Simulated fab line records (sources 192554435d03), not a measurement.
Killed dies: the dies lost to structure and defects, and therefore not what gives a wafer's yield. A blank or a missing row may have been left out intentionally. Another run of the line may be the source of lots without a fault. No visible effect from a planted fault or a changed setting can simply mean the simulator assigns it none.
Chamber matching + flow n5 finfet + 4 sister chambers for N5_HKMG_FIN_STRIP_90 on rie diel-04
The step strips SOC in N2/H2, time 20 s. 20 wafers are shown with their chamber, then 10 later ones without.

WAFERS WITH THEIR CHAMBER
| wafer  | chamber | drypump motor current A (A) | showerhead plenum p Torr (Torr) | throttle valve pct (%) |
|--------|---------|-----------------------------|---------------------------------|------------------------|
| L076.2 | 3       | 5.8                         | 3.22                            | 18.72                  |
| L076.5 | 1       | 5.9                         | 3.49                            | 18.89                  |
| L076.6 | 2       | 5.8                         | 3.43                            | 19.39                  |
| L077.1 | 0       | 4.8                         | 3.40                            | 19.07                  |
| L077.5 | 2       | 5.8                         | 3.43                            | 19.39                  |
| L077.6 | 1       | 6.0                         | 3.49                            | 18.90                  |
| L083.3 | 3       | 5.8                         | 3.22                            | 18.76                  |
| L083.5 | 1       | 6.0                         | 3.48                            | 18.92                  |
| L083.6 | 2       | 5.8                         | 3.42                            | 19.40                  |
| L086.3 | 3       | 5.8                         | 3.21                            | 18.78                  |
| L086.4 | 0       | 4.8                         | 3.38                            | 19.13                  |
| L086.6 | 3       | 5.8                         | 3.21                            | 18.78                  |
| L088.1 | 0       | 4.8                         | 3.38                            | 19.12                  |
| L088.4 | 2       | 5.8                         | 3.41                            | 19.42                  |
| L088.6 | 3       | 5.8                         | 3.21                            | 18.80                  |
| L089.1 | 1       | 5.9                         | 3.47                            | 18.94                  |
| L089.2 | 0       | 4.7                         | 3.38                            | 19.13                  |
| L089.3 | 3       | 5.8                         | 3.21                            | 18.78                  |
| L090.3 | 2       | 5.8                         | 3.41                            | 19.44                  |
| L090.4 | 3       | 5.8                         | 3.21                            | 18.79                  |

SIGNATURES (means of the wafers above)
| reading                  | chamber 0 | chamber 1 | chamber 2 | chamber 3 | scatter within a chamber |
|--------------------------|-----------|-----------|-----------|-----------|--------------------------|
| drypump motor current A  | 4.775     | 5.950     | 5.800     | 5.800     | 0.0331                   |
| showerhead plenum p Torr | 3.3850    | 3.4825    | 3.4200    | 3.2129    | 0.00836                  |
| throttle valve pct       | 19.1125   | 18.9125   | 19.4080   | 18.7729   | 0.025                    |
Rule: for each reading, subtract the chamber's mean from the wafer's reading, divide by that reading's scatter and square the result; add these up over the readings and take the root, which gives the wafer's distance from the chamber. If the next closest chamber is less than 2 further off than the closest, the wafer can't be placed; otherwise it belongs to the closest. The scatter is the square root of a quotient: the sum, over the shown wafers, of each reading's squared deviation from its chamber's mean, divided by wafers minus chambers.

WAFERS WHOSE CHAMBER IS MISSING
| wafer  | drypump motor current A (A) | showerhead plenum p Torr (Torr) | throttle valve pct (%) |
|--------|-----------------------------|---------------------------------|------------------------|
| L090.6 | 5.8                         | 3.21                            | 18.78                  |
| L093.1 | 5.8                         | 3.20                            | 18.82                  |
| L093.5 | 4.8                         | 3.38                            | 19.15                  |
| L093.6 | 5.9                         | 3.47                            | 18.97                  |
| L095.2 | 5.9                         | 3.46                            | 18.97                  |
| L095.3 | 5.8                         | 3.41                            | 19.44                  |
| L095.4 | 5.8                         | 3.20                            | 18.81                  |
| L092.4 | 4.8                         | 3.37                            | 19.15                  |
| L092.5 | 5.9                         | 3.46                            | 18.98                  |
| L092.6 | 4.8                         | 3.37                            | 19.15                  |

WHICH CHAMBER EACH WENT THROUGH
| wafer  | from the rows above | in truth |
|--------|---------------------|----------|
| L090.6 | 3                   | 3        |
| L093.1 | 3                   | 3        |
| L093.5 | 0                   | 0        |
| L093.6 | 1                   | 1        |
| L095.2 | 1                   | 1        |
| L095.3 | 2                   | 2        |
| L095.4 | 3                   | 3        |
| L092.4 | 0                   | 0        |
| L092.5 | 1                   | 1        |
| L092.6 | 0                   | 0        |
Placed correctly: 10 of 10. Not placeable from these rows: 0. Number placed wrongly: 0.
